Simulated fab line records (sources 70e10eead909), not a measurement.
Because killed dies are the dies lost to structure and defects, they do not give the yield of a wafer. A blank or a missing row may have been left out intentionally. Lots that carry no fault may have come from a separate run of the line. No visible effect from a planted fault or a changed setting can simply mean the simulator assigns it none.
fab line records | flow nand-harc
[record] lots = 7 wafers = 21 last-day = 33
route steps=1302 shown P_M1@313 P_M2@318 END@1302
lots that met no fault: from a run of the same line without faults
start-h: hours from the record's opening day to when the first of the lot's shown wafers began | wait-h: hours from the lot's prior step to this one | " same as the row above | L1.1+2: a row that stands for several wafers | - no value, or no start given | * or withheld: withheld | < > ~ a bound
route shown NAME@n: NAME is a module with steps in the file, n the number in the route of the first one | usual: average and standard deviation across the fault-free wafers | same: alike in all rows | chamber/n: place in a boat | sites: per-site readings | _std_site: standard deviation across them | _edge_site: mean of outer sites minus mean of inner sites | radius-mm: how far each site lies from the wafer's centre | mask NAME#n: copy n | behind: the most recent tool/chamber to have shaped the wafer | hold: the reason the lot was held/the length of the hold in hours/how it ended | device: which transistor (n, p or np) failed to switch | end of line: tests run on the same wafers once the route is complete | a step with no rows: only its recipe | killed: not the wafer's yield, but the dies lost to structure and defects at the first sort | map: dies across one wafer; x = killed, . = not, _ = none there
set.NAME: setting as actually run; set.NAME@STEP: the setting as run at that earlier step | model.NAME: the simulator's own value behind a step, which no gauge read
lots seen at some steps along the route; tables by step, rows by wafer
services: the hour from which a tool's chamber was out of use, counted from the record's first day as start-h (under 0 if before that day), plus the number of hours and why
[[steps]]
[step NHARC_P_M1_SRD_25]
[step NHARC_P_M1_INSPECT_27]
[usual] raw-defect-count = 334/140
// columns lot.wafer tool chamber start-h wait-h raw-defect-count
L775.1 defect-inspect-01 - 178.31 0.0 285
L775.2 " - " " 527
L775.5 " - " " 344
L776.1 defect-inspect-01 - 186.47 0.0 239
L776.3 " - " " 431
L776.6 " - " " 331
L777.2 defect-inspect-02 - 208.15 0.0 285
L777.5 " - " " 266
L777.6 " - " " 176
L784.1 defect-inspect-01 - 271.73 0.0 206
L784.2 " - " " 355
L784.4 " - " " 230
L783.2 defect-inspect-01 - 274.36 0.0 262
L783.4 " - " " 391
L783.5 " - " " 295
L787.2 defect-inspect-02 - 299.36 0.0 211
L787.4 " - " " 340
L787.6 " - " " 304
L790.2 defect-inspect-01 - 334.89 0.0 162
L790.5 " - " " 199
L790.6 " - " " 202
[step NHARC_P_M1_PRE_CLEAN_32]
[recipe] time-s = 12 temp-c = 370 rf-power-w = 300 gas = NH3
[usual] heater-power-w = 606/86
// columns lot.wafer tool chamber start-h wait-h heater-power-w
L775.1 pecvd-04 1 178.38 0.1 534
L775.2 " 0 " " 767
L775.5 " 1 " " 527
L776.1 pecvd-02 0 186.54 0.1 640
L776.3 " 2 " " 488
L776.6 " 0 " " 634
L777.2 pecvd-02 2 208.23 0.1 578
L777.6 " 1 " " 573
L777.5 " 2 " " 582
L784.1 pecvd-03 0 271.81 0.1 555
L784.2 " 1 " " 626
L784.4 " 1 " " 616
L783.2 pecvd-02 0 274.45 0.1 658
L783.5 " 1 " " 518
L783.4 " 2 " " 515
L787.2 pecvd-04 0 299.44 0.1 780
L787.6 " 2 " " 716
L787.4 " 0 " " 757
L790.2 pecvd-02 2 334.97 0.1 554
L790.6 " 1 " " 590
L790.5 " 2 " " 562
[step NHARC_P_M1_DEP_33]
[recipe] target-thk-a = 300 temp-c = 370 target-thk-nm = 30 pressure-torr = 3 flow-sccm = 200 rf-w = 450 material = SiCN
[usual] heater-power-w = 550/76
// columns lot.wafer tool chamber start-h wait-h heater-power-w
L775.1 pecvd-04 1 178.46 0.1 529
L775.2 " 0 " " 704
L775.5 " 1 " " 528
L776.1 pecvd-02 0 186.62 0.1 535
L776.3 " 2 " " 490
L776.6 " 0 " " 554
L777.2 pecvd-02 2 208.34 0.1 531
L777.6 " 1 " " 510
L777.5 " 2 " " 538
L784.1 pecvd-03 0 271.92 0.1 590
L784.2 " 1 " " 481
L784.4 " 1 " " 480
L783.2 pecvd-02 0 274.59 0.1 526
L783.5 " 1 " " 555
L783.4 " 2 " " 449
L787.2 pecvd-04 0 299.55 0.1 667
L787.6 " 2 " " 642
L787.4 " 0 " " 650
L790.2 pecvd-02 2 335.08 0.1 506
L790.6 " 1 " " 470
L790.5 " 2 " " 505
[step NHARC_P_M2_DEP_00]
[recipe] target-thk-a = 1825 target-thk-nm = 182.5 temp-c = withheld pressure-torr = 5 flow-sccm = 200 rf-w = 600 material = SiOC
[step NHARC_P_M2_DEHYDRATE_01]
[recipe] temp-c = 150 time-s = 120
[step NHARC_P_M2_HMDS_02]
[recipe] time-s = 30
[step NHARC_P_M2_COAT_34]
[recipe] temp-c = 200 time-s = 65
[step NHARC_P_M2_COAT_03]
[recipe] spin-rpm = 1500 resist-thk-nm = 90
[step NHARC_P_M2_SOFTBAKE_04]
[recipe] temp-c = 105 time-s = 55
[step NHARC_P_M2_EBR_05]
[step NHARC_P_M2_EXPOSE_06]
[recipe] na = 1.35 target-cd-nm = 170 dose-mj = 80.78 mask-id = P_M2
[usual] focus-offset-nm = 0.1/0.48
[same] na = 1.35
// columns lot.wafer tool chamber start-h wait-h mask focus-offset-nm model.P_M2.overlay-x-nm
L775.1 arfi-scanner-03 0 179.42 - P_M2#0 0.1 0.7138
L775.2 " 0 " " P_M2#0 -0.2 0.7138
L775.5 " 0 " " P_M2#0 -0.8 0.7138
L776.1 arfi-scanner-02 0 187.71 - P_M2#0 0.3 0.6028
L776.3 " 0 " " P_M2#0 -1.0 0.6028
L776.6 " 0 " " P_M2#0 0.7 0.6028
L777.2 arfi-scanner-03 0 209.40 - P_M2#0 0.2 38.05
L777.5 " 0 " " P_M2#0 0.1 38.05
L777.6 " 0 " " P_M2#0 -0.1 38.05
L784.1 arfi-scanner-03 0 272.96 - P_M2#0 0.1 37.51
L784.2 " 0 " " P_M2#0 -0.2 37.51
L784.4 " 0 " " P_M2#0 0.4 37.51
L783.2 arfi-scanner-03 0 275.48 - P_M2#0 0.2 37.92
L783.4 " 0 " " P_M2#0 -1.0 37.92
L783.5 " 0 " " P_M2#0 -0.1 37.92
L787.2 arfi-scanner-01 0 300.47 - P_M2#0 -0.1 1.223
L787.4 " 0 " " P_M2#0 -0.2 1.223
L787.6 " 0 " " P_M2#0 0.4 1.223
L790.2 arfi-scanner-02 0 336.15 - P_M2#0 -0.8 -0.7666
L790.5 " 0 " " P_M2#0 -0.3 -0.7666
L790.6 " 0 " " P_M2#0 0.0 -0.7666
[step NHARC_P_M2_PEB_07]
[recipe] peb-temp-c = 100 peb-time-s = 65
[step NHARC_P_M2_DEVELOP_08]
[recipe] develop-time-s = 35 dev-temp-c = 23
[step NHARC_P_M2_CD_MEAS_09]
[recipe] target-cd-nm = 170 landing-energy-ev = 500
[usual] cd-nm = 170.0/0.75
// columns lot.wafer tool chamber start-h wait-h cd-nm
L775.1 cd-sem-03 0 179.56 - 170.7
L775.2 " 0 " " 170.4
L775.5 " 0 " " 170.2
L776.1 cd-sem-03 0 187.85 - 168.9
L776.3 " 0 " " 171.3
L776.6 " 0 " " 170.0
L777.2 cd-sem-01 0 209.54 - 171.4
L777.5 " 0 " " 171.4
L777.6 " 0 " " 171.5
L784.1 cd-sem-01 0 273.10 - 170.0
L784.2 " 0 " " 170.1
L784.4 " 0 " " 170.0
L783.2 cd-sem-03 0 275.63 - 170.5
L783.4 " 0 " " 168.5
L783.5 " 0 " " 170.0
L787.2 cd-sem-02 0 300.61 - 171.6
L787.4 " 0 " " 169.8
L787.6 " 0 " " 171.5
L790.2 cd-sem-03 0 336.29 - 170.3
L790.5 " 0 " " 169.1
L790.6 " 0 " " 169.3
[step NHARC_P_M2_OVL_MEAS_10]
[recipe] pitch-nm = 340
[usual] overlay-x-nm = 0.3/0.66 overlay-y-nm = -0.2/0.78
// columns lot.wafer tool chamber start-h wait-h hold overlay-x-nm overlay-y-nm
L775.1 overlay-02 - 179.65 - - 0.2 -0.9
L775.2 " - " " - 0.5 -0.5
L775.5 " - " " - 0.8 -0.7
L776.1 overlay-02 - 187.94 - - 0.7 -0.7
L776.3 " - " " - 0.6 -0.4
L776.6 " - " " - 0.8 -0.8
L777.2 overlay-02 - 209.63 - await-dispo/0.2h/release 38.5 -0.3
L777.5 " - " " await-dispo/0.2h/release 37.3 -0.6
L777.6 " - " " await-dispo/0.2h/release 37.8 -1.1
L777.2 overlay-02 - 209.80 0.2 - 38.6 -0.7
L777.5 " - " " - 37.7 -0.6
L777.6 " - " " - 38.1 -0.9
L784.1 overlay-02 - 273.19 - await-dispo/0.2h/release 37.4 0.6
L784.2 " - " " await-dispo/0.2h/release 37.8 1.1
L784.4 " - " " await-dispo/0.2h/release 37.4 0.8
L784.1 overlay-02 - 273.36 0.2 - 37.3 0.6
L784.2 " - " " - 38.1 1.4
L784.4 " - " " - 37.9 1.0
L783.2 overlay-01 - 275.71 - await-dispo/0.2h/release 38.2 0.4
L783.4 " - " " await-dispo/0.2h/release 38.1 -0.2
L783.5 " - " " await-dispo/0.2h/release 38.3 1.0
L783.2 overlay-01 - 275.88 0.2 - 37.6 0.3
L783.4 " - " " - 37.6 0.4
L783.5 " - " " - 37.5 0.5
L787.2 overlay-02 - 300.69 - - 1.5 -0.8
L787.4 " - " " - 1.3 -0.4
L787.6 " - " " - 1.5 -1.0
L790.2 overlay-01 - 336.38 - - -1.0 1.2
L790.5 " - " " - -0.6 1.0
L790.6 " - " " - -0.8 1.3
[step NHARC_END_SORT_01]
[recipe] temp-c = 25
[usual] defect-limited-yield = 91.5/2.7 killed-at-array = 52/19 killed-at-other = 0.9/1.3 killed-at-periphery = 4/3.1 killed-dies = 57/18 killed-open = 3.2/1.7 killed-short = 2.3/1.4 sort_bin_2_pct = 2.9/1.2 sort_bin_3_pct = 0.6/0.42 sort_bin_4_pct = 4.9/1.5 sort-n-pass = 620/18 sort-rim-yield-pct = 93/4.3 sort-yield-pct = 91.5/2.7
[same] gross-dies = 677 sort_bin_5_pct[%] = 0 sort_bin_6_pct[%] = 0 sort_bin_7_pct[%] = 0 sort_bin_8_pct[%] = 0 sort-rim-n-gross = 106.00
// columns lot.wafer tool chamber start-h wait-h defect-limited-yield[%] killed-at-array killed-at-other killed-at-periphery killed-dies killed-open killed-short sort_bin_2_pct[%] sort_bin_3_pct[%] sort_bin_4_pct[%] sort-n-pass sort-rim-yield-pct[%] sort-yield-pct[%]
L776.1 prober-01 0 625.89 2.4 91.4 48 3 7 58 3 3 1.9 0.4 6.2 619 99 91.4
L776.3 prober-01 0 627.48 3.1 90.7 56 2 5 63 3 4 3.5 0.1 5.6 614 95 90.7
L776.6 prober-01 0 629.88 4.0 93.6 42 0 1 43 2 1 2.1 0.4 3.8 634 100 93.6
L790.2 prober-02 0 789.55 2.8 96.8 12 1 9 22 2 2 1.0 0 2.2 655 98 96.8
L790.5 prober-02 0 791.90 3.6 94.7 22 0 14 36 3 0 1.5 1.0 2.8 641 97 94.7
L790.6 prober-02 0 792.68 3.9 95.0 21 1 12 34 3 1 1.2 0.1 3.7 643 94 95.0
// killed by level:class
L776.1 A_CHANNEL_HOLE_D2:chamber-film-flake=33 P_ZERO_WELL:chamber-film-flake=4 A_CHANNEL_HOLE_D1:chamber-film-flake=4 A_M0:chamber-film-flake=3 THIN_TSV:chamber-film-flake=3 P_STI:geometric-particle:short=2 P_GATE:geometric-particle:open=1 A_CHANNEL_FILL_D1:geometric-particle:short=1
L776.3 A_CHANNEL_HOLE_D2:chamber-film-flake=40 P_ZERO_WELL:chamber-film-flake=3 A_CHANNEL_HOLE_D1:chamber-film-flake=3 A_STAIRCASE:chamber-film-flake=3 A_WL_FILL:geometric-particle:short=2 A_CONTACT:chamber-film-flake=2 A_M0:chamber-film-flake=2 THIN_TSV:chamber-film-flake=2
L776.6 A_CHANNEL_HOLE_D2:chamber-film-flake=29 A_WL_FILL:chamber-film-flake=2 A_M0:chamber-film-flake=2 A_CHANNEL_HOLE_D1:geometric-particle:open=1 A_DECK1_JOINT:geometric-particle:short=1 A_M0:geometric-particle:open=1 P_ZERO_WELL:chamber-film-flake=1 A_CHANNEL_HOLE_D1:chamber-film-flake=1
L790.2 P_GATE:chamber-film-flake=6 A_SLIT:chamber-film-flake=4 P_CONTACT:chamber-film-flake=2 A_STAIRCASE:chamber-film-flake=2 A_CHANNEL_HOLE_D1:geometric-particle:short=1 A_CHANNEL_FILL_D1:geometric-particle:short=1 A_CHANNEL_FILL_D2:geometric-particle:open=1 A_BLC:geometric-particle:open=1
L790.5 A_SLIT:chamber-film-flake=11 P_CONTACT:chamber-film-flake=7 P_GATE:chamber-film-flake=6 A_CONTACT:chamber-film-flake=3 A_DECK1_JOINT:chamber-film-flake=2 A_CHANNEL_FILL_D2:geometric-particle:open=1 A_BLC:geometric-particle:open=1 A_M0:geometric-particle:open=1
L790.6 P_CONTACT:chamber-film-flake=7 A_SLIT:chamber-film-flake=6 P_GATE:chamber-film-flake=4 A_STAIRCASE:chamber-film-flake=3 A_CONTACT:chamber-film-flake=3 A_ZERO_WELL:chamber-film-flake=2 P_M0:geometric-particle:open=1 A_CHANNEL_FILL_D1:geometric-particle:short=1
[[services]]
// columns tool chamber start-h hours kind
arfi-scanner-01 - 183.87 4.2 repair
pecvd-03 - 185.25 13.0 pm
arfi-scanner-03 - 196.00 4.0 pm
arfi-scanner-01 - 210.08 0.2 repair
pecvd-02 - 227.45 13.0 pm
pecvd-02 0 227.45 13.0 vent-cycle
pecvd-02 1 227.45 13.0 vent-cycle
pecvd-02 2 227.45 13.0 vent-cycle
pecvd-02 0 240.45 - clean
pecvd-02 1 240.45 - clean
pecvd-02 2 240.45 - clean
arfi-scanner-03 - 244.73 1.3 repair
pecvd-02 0 252.44 8.4 repair
arfi-scanner-01 - 257.94 4.0 pm
pecvd-04 - 269.02 13.0 pm
pecvd-04 0 269.02 13.0 vent-cycle
pecvd-04 1 269.02 13.0 vent-cycle
pecvd-04 2 269.02 13.0 vent-cycle
pecvd-04 0 282.02 - clean
pecvd-04 1 282.02 - clean
pecvd-02 2 302.02 4.3 repair
pecvd-04 0 307.35 5.0 repair
arfi-scanner-02 - 312.00 4.0 pm
arfi-scanner-03 - 312.58 1.9 repair
[[key]]
[first-sign] step = NHARC_P_M2_OVL_MEAS_10 reading = visit direction = added
[effect] step = NHARC_P_M2_OVL_MEAS_10 reading = overlay-x-nm direction = up sigmas = 57 usual = 0.3 struck = 37.9
[model-effect] step = NHARC_P_M2_EXPOSE_06 value = P_M2.overlay-x-nm without = 0.1513 struck = 37.82
met-at NHARC_P_M2_EXPOSE_06
struck-wafers L777.2,L777.5,L777.6,L783.2,L783.4,L783.5,L784.1,L784.2,L784.4
scrapped-behind NHARC_P_M2_OVL_MEAS_10 L777.2,L777.5,L777.6,L783.2,L783.4,L783.5,L784.1,L784.2,L784.4
onset-between 179.42 209.40
[fault] kind = scanner-matching-overlay tool = arfi-scanner-03 chamber = - onset-h = 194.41 steps = NHARC_P_M2_EXPOSE_06 offset = 37.674
